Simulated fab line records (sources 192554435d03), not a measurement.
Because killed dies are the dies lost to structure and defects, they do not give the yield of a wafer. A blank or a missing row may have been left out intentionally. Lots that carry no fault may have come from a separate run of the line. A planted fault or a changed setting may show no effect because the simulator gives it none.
What tool caused it? :: flow n5Finfet :: 12 lots, 36 wafers sampled, at 5 steps of a route of 1938

== WHAT EACH GAUGE READ, for each wafer ==
The record holds no reading of a measuring or inspecting step that can be judged against a usual standard deviation.

== WHAT TOOL EACH LOT RAN ON (gives the tool, then ch and the chambers of the sampled wafers, and finally the start) ==
lot: L376
N5_BEOL_M10_DEGAS_44: pvdSputter-02, day 10 18:27
N5_BEOL_M10_SURFACE_TREAT_76: pvdSputter-03, day 10 19:02
N5_BEOL_M11_HM_DEP_02: pvdSputter-02, day 10 22:23
N5_BEOL_M11_COAT_59: lithoTrack-05 ch 0, day 10 22:31
N5_PASSIVATION_PROBE_49: -

lot: L378
N5_BEOL_M10_DEGAS_44: pvdSputter-02, day 10 22:34
N5_BEOL_M10_SURFACE_TREAT_76: pvdSputter-02, day 10 22:58
N5_BEOL_M11_HM_DEP_02: pvdSputter-03, day 11 02:11
N5_BEOL_M11_COAT_59: lithoTrack-01 ch 0, day 11 02:18
N5_PASSIVATION_PROBE_49: prober-02, day 13 09:20

lot: L382
N5_BEOL_M10_DEGAS_44: pvdSputter-02, day 11 22:26
N5_BEOL_M10_SURFACE_TREAT_76: pvdSputter-01, day 11 22:51
N5_BEOL_M11_HM_DEP_02: pvdSputter-01, day 12 04:19
N5_BEOL_M11_COAT_59: lithoTrack-05 ch 0, day 12 04:26
N5_PASSIVATION_PROBE_49: -

lot: L383
N5_BEOL_M10_DEGAS_44: pvdSputter-02, day 12 05:31
N5_BEOL_M10_SURFACE_TREAT_76: pvdSputter-01, day 12 07:36
N5_BEOL_M11_HM_DEP_02: pvdSputter-02, day 12 10:29
N5_BEOL_M11_COAT_59: lithoTrack-05 ch 0, day 12 10:37
N5_PASSIVATION_PROBE_49: -

lot: L384
N5_BEOL_M10_DEGAS_44: pvdSputter-03, day 12 15:26
N5_BEOL_M10_SURFACE_TREAT_76: pvdSputter-03, day 12 15:55
N5_BEOL_M11_HM_DEP_02: pvdSputter-02, day 12 18:56
N5_BEOL_M11_COAT_59: lithoTrack-05 ch 0, day 12 19:05
N5_PASSIVATION_PROBE_49: prober-02, day 14 14:31

lot: L385
N5_BEOL_M10_DEGAS_44: pvdSputter-01, day 12 19:28
N5_BEOL_M10_SURFACE_TREAT_76: pvdSputter-03, day 12 19:56
N5_BEOL_M11_HM_DEP_02: pvdSputter-02, day 12 22:26
N5_BEOL_M11_COAT_59: lithoTrack-01 ch 0, day 12 22:34
N5_PASSIVATION_PROBE_49: prober-01, day 14 20:43

lot: L389
N5_BEOL_M10_DEGAS_44: pvdSputter-03, day 13 15:32
N5_BEOL_M10_SURFACE_TREAT_76: pvdSputter-03, day 13 15:57
N5_BEOL_M11_HM_DEP_02: pvdSputter-02, day 13 20:28
N5_BEOL_M11_COAT_59: lithoTrack-05 ch 0, day 13 20:35
N5_PASSIVATION_PROBE_49: prober-01, day 15 19:57

lot: L390
N5_BEOL_M10_DEGAS_44: pvdSputter-01, day 13 17:39
N5_BEOL_M10_SURFACE_TREAT_76: pvdSputter-01, day 13 18:15
N5_BEOL_M11_HM_DEP_02: pvdSputter-02, day 13 20:34
N5_BEOL_M11_COAT_59: lithoTrack-05 ch 0, day 13 20:41
N5_PASSIVATION_PROBE_49: -

lot: L391
N5_BEOL_M10_DEGAS_44: pvdSputter-01, day 13 22:34
N5_BEOL_M10_SURFACE_TREAT_76: pvdSputter-01, day 13 23:01
N5_BEOL_M11_HM_DEP_02: pvdSputter-03, day 14 03:57
N5_BEOL_M11_COAT_59: lithoTrack-05 ch 0, day 14 04:05
N5_PASSIVATION_PROBE_49: prober-01, day 16 03:38

lot: L392
N5_BEOL_M10_DEGAS_44: pvdSputter-01, day 14 01:38
N5_BEOL_M10_SURFACE_TREAT_76: pvdSputter-02, day 14 02:20
N5_BEOL_M11_HM_DEP_02: pvdSputter-03, day 14 06:43
N5_BEOL_M11_COAT_59: lithoTrack-04 ch 0, day 14 06:50
N5_PASSIVATION_PROBE_49: -

lot: L397
N5_BEOL_M10_DEGAS_44: pvdSputter-03, day 15 06:11
N5_BEOL_M10_SURFACE_TREAT_76: pvdSputter-03, day 15 06:35
N5_BEOL_M11_HM_DEP_02: pvdSputter-01, day 15 10:19
N5_BEOL_M11_COAT_59: lithoTrack-01 ch 0, day 15 10:27
N5_PASSIVATION_PROBE_49: -

lot: L396
N5_BEOL_M10_DEGAS_44: pvdSputter-01, day 15 11:38
N5_BEOL_M10_SURFACE_TREAT_76: pvdSputter-03, day 15 13:02
N5_BEOL_M11_HM_DEP_02: pvdSputter-02, day 15 17:44
N5_BEOL_M11_COAT_59: lithoTrack-01 ch 0, day 15 17:52
N5_PASSIVATION_PROBE_49: -
- N5_BEOL_M10_DEGAS_44: time 60 s.
- N5_BEOL_M10_SURFACE_TREAT_76
- N5_BEOL_M11_HM_DEP_02: deposits TiN, target thk 20 nm.
- N5_BEOL_M11_COAT_59: time 60 s, resist thk 100 nm.
- N5_PASSIVATION_PROBE_49

== WHAT THE TOOLS THEMSELVES READ (means of the sampled wafers that have a number; where no wafer has one, the mark that the record gives instead) ==
N5_BEOL_M10_DEGAS_44.
lot: L376
tool: pvdSputter-02
heaterPowerW (W): 364

lot: L378
tool: pvdSputter-02
heaterPowerW (W): 334

lot: L382
tool: pvdSputter-02
heaterPowerW (W): 360

lot: L383
tool: pvdSputter-02
heaterPowerW (W): 387

lot: L384
tool: pvdSputter-03
heaterPowerW (W): 346

lot: L385
tool: pvdSputter-01
heaterPowerW (W): 313

lot: L389
tool: pvdSputter-03
heaterPowerW (W): 342

lot: L390
tool: pvdSputter-01
heaterPowerW (W): 317

lot: L391
tool: pvdSputter-01
heaterPowerW (W): 319

lot: L392
tool: pvdSputter-01
heaterPowerW (W): 329

lot: L397
tool: pvdSputter-03
heaterPowerW (W): 375

lot: L396
tool: pvdSputter-01
heaterPowerW (W): 319

N5_BEOL_M10_SURFACE_TREAT_76.
lot: L376
tool: pvdSputter-03
arFlowSccm (sccm): 30.00

lot: L378
tool: pvdSputter-02
arFlowSccm (sccm): 30.00

lot: L382
tool: pvdSputter-01
arFlowSccm (sccm): 29.95

lot: L383
tool: pvdSputter-01
arFlowSccm (sccm): 29.98

lot: L384
tool: pvdSputter-03
arFlowSccm (sccm): 30.02

lot: L385
tool: pvdSputter-03
arFlowSccm (sccm): 29.91

lot: L389
tool: pvdSputter-03
arFlowSccm (sccm): 30.08

lot: L390
tool: pvdSputter-01
arFlowSccm (sccm): 29.98

lot: L391
tool: pvdSputter-01
arFlowSccm (sccm): 30.05

lot: L392
tool: pvdSputter-02
arFlowSccm (sccm): 30.01

lot: L397
tool: pvdSputter-03
arFlowSccm (sccm): 30.05

lot: L396
tool: pvdSputter-03
arFlowSccm (sccm): 30.04

N5_BEOL_M11_HM_DEP_02.
lot: L376
tool: pvdSputter-02
throttleValvePct (%): 29.5

lot: L378
tool: pvdSputter-03
throttleValvePct (%): 31.2

lot: L382
tool: pvdSputter-01
throttleValvePct (%): 29.9

lot: L383
tool: pvdSputter-02
throttleValvePct (%): 30.5

lot: L384
tool: pvdSputter-02
throttleValvePct (%): 29.8

lot: L385
tool: pvdSputter-02
throttleValvePct (%): 29.8

lot: L389
tool: pvdSputter-02
throttleValvePct (%): 30.2

lot: L390
tool: pvdSputter-02
throttleValvePct (%): 30.0

lot: L391
tool: pvdSputter-03
throttleValvePct (%): 31.5

lot: L392
tool: pvdSputter-03
throttleValvePct (%): 31.5

lot: L397
tool: pvdSputter-01
throttleValvePct (%): 30.3

lot: L396
tool: pvdSputter-02
throttleValvePct (%): 30.3

N5_BEOL_M11_COAT_59.
lot: L376
tool: lithoTrack-05
spinSpeedRpm (rpm): 1500.9

lot: L378
tool: lithoTrack-01
spinSpeedRpm (rpm): 1500.7

lot: L382
tool: lithoTrack-05
spinSpeedRpm (rpm): 1498.9

lot: L383
tool: lithoTrack-05
spinSpeedRpm (rpm): 1500.8

lot: L384
tool: lithoTrack-05
spinSpeedRpm (rpm): 1499.5

lot: L385
tool: lithoTrack-01
spinSpeedRpm (rpm): 1499.4

lot: L389
tool: lithoTrack-05
spinSpeedRpm (rpm): 1499.2

lot: L390
tool: lithoTrack-05
spinSpeedRpm (rpm): 1358.5

lot: L391
tool: lithoTrack-05
spinSpeedRpm (rpm): 1358.4

lot: L392
tool: lithoTrack-04
spinSpeedRpm (rpm): 1500.7

lot: L397
tool: lithoTrack-01
spinSpeedRpm (rpm): 1499.9

lot: L396
tool: lithoTrack-01
spinSpeedRpm (rpm): 1500.4

N5_PASSIVATION_PROBE_49.
lot: L378
tool: prober-02
defectLimitedYield (%): 90.2
killed_at_M0_to_M3: 41
killed_at_M4_up: 16
killedAtContacts: 10
killedAtFrontEnd: 47
killedAtOther: 0.7
killedDies: 115
killedOpen: 75
killedShort: 37
sort_bin_5_function (%): 5.6
sort_bin_6_memory (%): 3.6
sortNPass: 1065
sortYieldPct (%): 90.2

lot: L384
tool: prober-02
defectLimitedYield (%): 91.4
killed_at_M0_to_M3: 43
killed_at_M4_up: 11
killedAtContacts: 14
killedAtFrontEnd: 31
killedAtOther: 2.7
killedDies: 101
killedOpen: 67
killedShort: 33
sort_bin_5_function (%): 5.2
sort_bin_6_memory (%): 3.2
sortNPass: 1079
sortYieldPct (%): 91.4

lot: L385
tool: prober-01
defectLimitedYield (%): 89.5
killed_at_M0_to_M3: 43
killed_at_M4_up: 17
killedAtContacts: 8
killedAtFrontEnd: 50
killedAtOther: 5.7
killedDies: 124
killedOpen: 81
killedShort: 39
sort_bin_5_function (%): 6.1
sort_bin_6_memory (%): 4.2
sortNPass: 1056
sortYieldPct (%): 89.5

lot: L389
tool: prober-01
defectLimitedYield (%): 91.1
killed_at_M0_to_M3: 35
killed_at_M4_up: 7
killedAtContacts: 11
killedAtFrontEnd: 49
killedAtOther: 3.3
killedDies: 105
killedOpen: 72
killedShort: 32
sort_bin_5_function (%): 5.3
sort_bin_6_memory (%): 3.2
sortNPass: 1075
sortYieldPct (%): 91.1

lot: L391
tool: prober-01
defectLimitedYield (%): 91.4
killed_at_M0_to_M3: 30
killed_at_M4_up: 22
killedAtContacts: 5
killedAtFrontEnd: 42
killedAtOther: 2.0
killedDies: 102
killedOpen: 61
killedShort: 36
sort_bin_5_function (%): 5.0
sort_bin_6_memory (%): 3.3
sortNPass: 1078
sortYieldPct (%): 91.4

== THE ANSWER, worked out from the rows above alone ==
Rule: the usual values come from the lots themselves. Put in order of their means at a reading, lots are off if they are a third of the lots or fewer, leave a main group of 4 or more, and stand apart from it by a gap of 3 or more times the standard deviation of the main group's means; of several such gaps the widest counts. Not used: any main group whose means are identical at the precision the tables above print for the reading. A lot without any number at a reading at which 4 lots or more have one is off too. Where the step has rows for the other lots, those lots are counted as sound. First the gauges in route order, then the tools' own readings, where a lot's mean is used as printed above. The first step at which some lot is off is used, and at that step the reading that is off furthest; a lot without a number counts as furthest.
Off: L390, L391 (N5_BEOL_M11_COAT_59, spinSpeedRpm). The main group: mean 1500.0 rpm, standard deviation 0.71.
A tool fits if, at that step or a process step before it, it ran every lot that is off, and no sound lot after the first of them. This does not decide it: 2 tools fit, namely pvdSputter-01 at N5_BEOL_M10_SURFACE_TREAT_76 and lithoTrack-05 at N5_BEOL_M11_COAT_59.

== WHAT THE SIMULATOR HAD PUT IN ==
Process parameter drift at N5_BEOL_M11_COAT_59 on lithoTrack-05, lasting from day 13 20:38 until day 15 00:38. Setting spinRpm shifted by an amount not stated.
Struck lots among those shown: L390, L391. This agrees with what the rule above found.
